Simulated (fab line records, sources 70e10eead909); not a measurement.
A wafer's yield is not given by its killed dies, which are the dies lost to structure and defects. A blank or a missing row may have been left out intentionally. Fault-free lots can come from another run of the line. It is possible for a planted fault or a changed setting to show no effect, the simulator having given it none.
Matching of chambers / flow nand-harc / NHARC_P_M1_CMP_23 on cmp-01: 4 sister chambers
The step polishes, t overpolish 20 s, target thk 157.82 nm. 4 wafers are shown with their chamber, then 8 later ones without.

== WAFERS PAIRED WITH THEIR CHAMBERS ==
wafer=L084.5; chamber=2; motor-current-A (A)=11.4
wafer=L088.1; chamber=1; motor-current-A (A)=12.7
wafer=L088.4; chamber=0; motor-current-A (A)=12.6
wafer=L091.1; chamber=3; motor-current-A (A)=11.3

== WAFERS WHOSE CHAMBER IS MISSING ==
wafer=L091.2; motor-current-A (A)=11.0
wafer=L091.3; motor-current-A (A)=12.4
wafer=L096.1; motor-current-A (A)=10.9
wafer=L096.3; motor-current-A (A)=12.2
wafer=L096.4; motor-current-A (A)=12.5
wafer=L097.1; motor-current-A (A)=11.2
wafer=L097.4; motor-current-A (A)=12.7
wafer=L097.5; motor-current-A (A)=12.4

== EACH ONE'S CHAMBER ==
wafer=L091.2; from the rows above=can't be placed: 3 or 2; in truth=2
wafer=L091.3; from the rows above=can't be placed: 0 or 1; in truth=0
wafer=L096.1; from the rows above=can't be placed: 3 or 2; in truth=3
wafer=L096.3; from the rows above=can't be placed: 0 or 1 or 2 or 3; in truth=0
wafer=L096.4; from the rows above=can't be placed: 0 or 1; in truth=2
wafer=L097.1; from the rows above=can't be placed: 3 or 2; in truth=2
wafer=L097.4; from the rows above=can't be placed: 1 or 0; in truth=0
wafer=L097.5; from the rows above=can't be placed: 0 or 1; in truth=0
Placed correctly: 0 of 8. Can't be placed from these rows: 8 (the true chamber is among the candidates in 7). Number placed wrongly: 0.
How it was worked out, from the rows above alone: a wafer's distance from a chamber is the root of the sum, over the readings, of the square of ((its reading less the chamber's mean) divided by the reading's scatter). The wafer belongs to the nearest chamber; if the next one is less than 2 further off, it can't be placed. A chamber's mean is the mean of its shown wafers. The scatter (one wafer shown for each chamber): square how far every hidden wafer sits from the nearest shown wafer, average those squares and take the square root.
